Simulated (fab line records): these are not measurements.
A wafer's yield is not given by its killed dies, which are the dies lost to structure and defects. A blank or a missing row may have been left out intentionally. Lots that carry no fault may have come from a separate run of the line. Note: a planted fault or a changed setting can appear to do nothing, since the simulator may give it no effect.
Matching of chambers -- flow nand_harc -- NHARC_A_DECK1_JOINT_ETCHBACK_00 on rie_si-04 has 4 sister chambers
The step etches the open film in HBr, target depth 30 nm, time 17.4 s. 4 wafers are shown with their chamber, then 9 later ones without.

WAFERS, EACH WITH ITS CHAMBER
wafer,chamber,oes_product_au (a.u.)
L087.1,1,1.010
L087.4,0,1.012
L088.4,2,1.007
L088.5,3,1.001

WAFERS WHOSE CHAMBER IS MISSING
wafer,oes_product_au (a.u.)
L095.1,1.000
L095.2,1.010
L095.5,1.004
L094.1,1.005
L094.3,1.008
L094.6,1.007
L096.1,0.994
L096.2,1.010
L096.5,1.005

CHAMBER TAKEN BY EACH
wafer,from the rows above,in truth
L095.1,3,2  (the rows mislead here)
L095.2,can't be placed: 1 or 0 or 2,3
L095.5,can't be placed: 2 or 3 or 1 or 0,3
L094.1,can't be placed: 2 or 3 or 1 or 0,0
L094.3,can't be placed: 2 or 1 or 0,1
L094.6,can't be placed: 2 or 1 or 0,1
L096.1,3,3
L096.2,can't be placed: 1 or 0 or 2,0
L096.5,can't be placed: 2 or 3 or 1 or 0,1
Placed correctly: 1 of 9. These rows do not allow placing 7 (true chamber among the candidates in 6). 1 placed wrongly.
How it was worked out, from the rows above alone: a wafer's distance from a chamber is the root of the sum, over the readings, of the square of ((its reading less the chamber's mean) divided by the reading's scatter). If the next closest chamber is less than 2 further off than the closest, the wafer can't be placed; otherwise it belongs to the closest. For every chamber, the mean is computed from those of its wafers that are shown. The scatter: root of mean squared gap, hidden wafer to nearest shown wafer, with one shown wafer a chamber.
